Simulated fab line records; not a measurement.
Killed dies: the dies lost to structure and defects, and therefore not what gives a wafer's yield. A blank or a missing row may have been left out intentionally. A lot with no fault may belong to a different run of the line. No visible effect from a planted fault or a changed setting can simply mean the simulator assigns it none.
Commonality check across tools / flow nand-harc / Sampled: 11 lots, 33 wafers

WHY IT WAS OPENED
At NHARC_A_ONON_D1_THK_MEAS_05 the reading thk-nm is flagged on 2 of 11 lots. Fault-free wafers read 999 nm, with a standard deviation of 10.
Rule: a lot gets a flag if all its wafers with a number sit over 4 standard deviations from that mean, or if no wafer of it has a number. The rest of the lots are taken to be sound.

lot=L626; measured=day 7 01:19; on=film-metro-01; thk-nm (nm), wafer by wafer=992 992 991; flag=
lot=L629; measured=day 8 11:56; on=film-metro-01; thk-nm (nm), wafer by wafer=996 996 996; flag=
lot=L631; measured=day 8 21:57; on=film-metro-02; thk-nm (nm), wafer by wafer=1005 1002 1003; flag=
lot=L633; measured=day 9 15:53; on=film-metro-02; thk-nm (nm), wafer by wafer=1000 998 1001; flag=
lot=L636; measured=day 10 03:05; on=film-metro-02; thk-nm (nm), wafer by wafer=1010 1009 1007; flag=
lot=L639; measured=day 10 15:07; on=film-metro-02; thk-nm (nm), wafer by wafer=992 990 992; flag=
lot=L641; measured=day 11 01:46; on=film-metro-01; thk-nm (nm), wafer by wafer=1006 1006 1005; flag=
lot=L640; measured=day 11 01:47; on=film-metro-02; thk-nm (nm), wafer by wafer=641 639 642; flag=FLAGGED
lot=L642; measured=day 11 23:58; on=film-metro-02; thk-nm (nm), wafer by wafer=619 617 620; flag=FLAGGED
lot=L643; measured=day 11 23:59; on=film-metro-02; thk-nm (nm), wafer by wafer=1003 1000 1001; flag=
lot=L649; measured=day 13 02:13; on=film-metro-01; thk-nm (nm), wafer by wafer=976 975 976; flag=
On average the flagged lots' numbers are 630 nm, which is -369 nm against the usual, or -37 standard deviations.

EACH LOT AND THE TOOL IT RAN ON
4 process steps preceding the reading are held in the record, out of 1159 steps in the route. Read each cell as the tool, then ch plus the chambers that the sampled wafers visited, then the start.
lot=L626; flag=; NHARC_P_BONDPAD_ETCH_24=rie-diel-06 ch 2,3, day 6 03:11 or earlier; NHARC_A_ZERO_WELL_ETCH_19=rie-diel-07 ch 1,3, day 6 03:11; NHARC_A_ZERO_WELL_ETCH_13=rie-si-05 ch 1,2,3, day 6 03:19; NHARC_A_ONON_D1_DEP_03=pecvd-onon-01 ch 0, day 7 00:48
lot=L629; flag=; NHARC_P_BONDPAD_ETCH_24=rie-diel-06 ch 1,2,3, day 7 10:05; NHARC_A_ZERO_WELL_ETCH_19=rie-diel-04 ch 0,1,3, day 7 13:42; NHARC_A_ZERO_WELL_ETCH_13=rie-si-04 ch 0,2,3, day 7 13:51; NHARC_A_ONON_D1_DEP_03=pecvd-onon-04 ch 0, day 8 11:25
lot=L631; flag=; NHARC_P_BONDPAD_ETCH_24=rie-diel-06 ch 0,1, day 7 22:52 or earlier; NHARC_A_ZERO_WELL_ETCH_19=rie-diel-04 ch 0,1,2, day 7 22:52; NHARC_A_ZERO_WELL_ETCH_13=rie-si-05 ch 0,1,3, day 7 22:58; NHARC_A_ONON_D1_DEP_03=pecvd-onon-02 ch 0, day 8 21:34
lot=L633; flag=; NHARC_P_BONDPAD_ETCH_24=rie-diel-03 ch 0,1,2, day 8 11:32 or earlier; NHARC_A_ZERO_WELL_ETCH_19=rie-diel-09 ch 1,2,3, day 8 11:32; NHARC_A_ZERO_WELL_ETCH_13=rie-si-04 ch 1,2,3, day 8 11:39; NHARC_A_ONON_D1_DEP_03=pecvd-onon-04 ch 0, day 9 15:23
lot=L636; flag=; NHARC_P_BONDPAD_ETCH_24=rie-diel-06 ch 1,2, day 9 04:56 or earlier; NHARC_A_ZERO_WELL_ETCH_19=rie-diel-07 ch 0,2,3, day 9 04:56; NHARC_A_ZERO_WELL_ETCH_13=rie-si-04 ch 0,1,2, day 9 05:02; NHARC_A_ONON_D1_DEP_03=pecvd-onon-02 ch 0, day 10 02:42
lot=L639; flag=; NHARC_P_BONDPAD_ETCH_24=rie-diel-06 ch 0,1,3, day 9 13:56 or earlier; NHARC_A_ZERO_WELL_ETCH_19=rie-diel-09 ch 0,1,3, day 9 13:56; NHARC_A_ZERO_WELL_ETCH_13=rie-si-05 ch 0,1,2, day 9 14:04; NHARC_A_ONON_D1_DEP_03=pecvd-onon-01 ch 0, day 10 14:35
lot=L641; flag=; NHARC_P_BONDPAD_ETCH_24=rie-diel-06 ch 1,2,3, day 10 01:17 or earlier; NHARC_A_ZERO_WELL_ETCH_19=rie-diel-07 ch 1,2,3, day 10 01:17; NHARC_A_ZERO_WELL_ETCH_13=rie-si-04 ch 0,2,3, day 10 01:26; NHARC_A_ONON_D1_DEP_03=pecvd-onon-02 ch 0, day 11 01:16
lot=L640; flag=FLAGGED; NHARC_P_BONDPAD_ETCH_24=rie-diel-06 ch 0,2,3, day 10 02:10 or earlier; NHARC_A_ZERO_WELL_ETCH_19=rie-diel-04 ch 0,2,3, day 10 02:10; NHARC_A_ZERO_WELL_ETCH_13=rie-si-05 ch 0,1,2, day 10 02:17; NHARC_A_ONON_D1_DEP_03=pecvd-onon-01 ch 0, day 11 01:16
lot=L642; flag=FLAGGED; NHARC_P_BONDPAD_ETCH_24=rie-diel-06 ch 0,2,3, day 10 21:07 or earlier; NHARC_A_ZERO_WELL_ETCH_19=rie-diel-09 ch 1,2,3, day 10 21:07; NHARC_A_ZERO_WELL_ETCH_13=rie-si-05 ch 1,2, day 10 21:14; NHARC_A_ONON_D1_DEP_03=pecvd-onon-01 ch 0, day 11 23:37
lot=L643; flag=; NHARC_P_BONDPAD_ETCH_24=rie-diel-02 ch 0,2, day 10 21:28 or earlier; NHARC_A_ZERO_WELL_ETCH_19=rie-diel-09 ch 0,3, day 10 21:28; NHARC_A_ZERO_WELL_ETCH_13=rie-si-05 ch 0,3, day 10 21:34; NHARC_A_ONON_D1_DEP_03=pecvd-onon-04 ch 0, day 11 23:31
lot=L649; flag=; NHARC_P_BONDPAD_ETCH_24=rie-diel-03 ch 1,3, day 12 04:05 or earlier; NHARC_A_ZERO_WELL_ETCH_19=rie-diel-07 ch 0,2, day 12 04:05; NHARC_A_ZERO_WELL_ETCH_13=rie-si-05 ch 1,2, day 12 04:13; NHARC_A_ONON_D1_DEP_03=pecvd-onon-02 ch 0, day 13 01:42
What these steps do:
- NHARC_P_BONDPAD_ETCH_24: etches the open film in CF4/N2, target depth 30 nm, time 72.99 s.
- NHARC_A_ZERO_WELL_ETCH_19: etches the open film in N2/H2, target depth 80 nm, overetch 24 nm, time 87.88 s.
- NHARC_A_ZERO_WELL_ETCH_13: etches the open film in HBr/Cl2, target depth 120 nm, time 40.1 s.
- NHARC_A_ONON_D1_DEP_03: target thk 1000 nm.
- NHARC_A_ONON_D1_THK_MEAS_05: measures by ellipsometry.

FLAGGED OVER TOTAL, TOOL BY TOOL (the gauges that took the reading come last)
step=NHARC_P_BONDPAD_ETCH_24; tool=rie-diel-02; lots run=1; flagged=0; share of the flagged lots=none; sound lots run after its first flagged lot=-
step=NHARC_P_BONDPAD_ETCH_24; tool=rie-diel-03; lots run=2; flagged=0; share of the flagged lots=none; sound lots run after its first flagged lot=-
step=NHARC_P_BONDPAD_ETCH_24; tool=rie-diel-06; lots run=8; flagged=2; share of the flagged lots=all; sound lots run after its first flagged lot=0
step=NHARC_A_ZERO_WELL_ETCH_19; tool=rie-diel-04; lots run=3; flagged=1; share of the flagged lots=some; sound lots run after its first flagged lot=0
step=NHARC_A_ZERO_WELL_ETCH_19; tool=rie-diel-07; lots run=4; flagged=0; share of the flagged lots=none; sound lots run after its first flagged lot=-
step=NHARC_A_ZERO_WELL_ETCH_19; tool=rie-diel-09; lots run=4; flagged=1; share of the flagged lots=some; sound lots run after its first flagged lot=1 (L643)
step=NHARC_A_ZERO_WELL_ETCH_13; tool=rie-si-04; lots run=4; flagged=0; share of the flagged lots=none; sound lots run after its first flagged lot=-
step=NHARC_A_ZERO_WELL_ETCH_13; tool=rie-si-05; lots run=7; flagged=2; share of the flagged lots=all; sound lots run after its first flagged lot=2 (L643,L649)
step=NHARC_A_ONON_D1_DEP_03; tool=pecvd-onon-01; lots run=4; flagged=2; share of the flagged lots=all; sound lots run after its first flagged lot=0
step=NHARC_A_ONON_D1_DEP_03; tool=pecvd-onon-02; lots run=4; flagged=0; share of the flagged lots=none; sound lots run after its first flagged lot=-
step=NHARC_A_ONON_D1_DEP_03; tool=pecvd-onon-04; lots run=3; flagged=0; share of the flagged lots=none; sound lots run after its first flagged lot=-
step=NHARC_A_ONON_D1_THK_MEAS_05; tool=film-metro-01; lots run=4; flagged=0; share of the flagged lots=none; sound lots run after its first flagged lot=-
step=NHARC_A_ONON_D1_THK_MEAS_05; tool=film-metro-02; lots run=7; flagged=2; share of the flagged lots=all; sound lots run after its first flagged lot=1 (L643)
Because NHARC_P_BONDPAD_ETCH_24 lacks a start for some lots, the hours and order of its lots are taken from NHARC_A_ZERO_WELL_ETCH_19.

WHAT THE TABLE ALLOWS
4 rows of the table ran every flagged lot: rie-diel-06 at NHARC_P_BONDPAD_ETCH_24, rie-si-05 at NHARC_A_ZERO_WELL_ETCH_13, pecvd-onon-01 at NHARC_A_ONON_D1_DEP_03, film-metro-02 at NHARC_A_ONON_D1_THK_MEAS_05.
- rie-diel-06 at NHARC_P_BONDPAD_ETCH_24 ran 8 lots, 2 of them flagged. Its last sound lot is L641 (day 10 01:17), its first flagged lot L640 (day 10 02:10): a fault that began between those two fits.
- rie-si-05 at NHARC_A_ZERO_WELL_ETCH_13 ran 7 lots, 2 of them flagged. After the first flagged lot (L643, L649), sound lots still ran on it; a lasting fault on the whole tool would not permit that.
- pecvd-onon-01 at NHARC_A_ONON_D1_DEP_03 ran 4 lots, 2 of them flagged. Its last sound lot is L639 (day 10 14:35), its first flagged lot L640 (day 11 01:16): a fault that began between those two fits.
- film-metro-02 at NHARC_A_ONON_D1_THK_MEAS_05 ran 7 lots, 2 of them flagged. After the first flagged lot (L643), sound lots still ran on it; a lasting fault on the whole tool would not permit that.
A lot count leaves these 2 tools indistinguishable: every one of them fits a fault beginning at some hour. More lots, or a look at what each step does to the wafer, might.

WHAT THE SIMULATOR PUT IN
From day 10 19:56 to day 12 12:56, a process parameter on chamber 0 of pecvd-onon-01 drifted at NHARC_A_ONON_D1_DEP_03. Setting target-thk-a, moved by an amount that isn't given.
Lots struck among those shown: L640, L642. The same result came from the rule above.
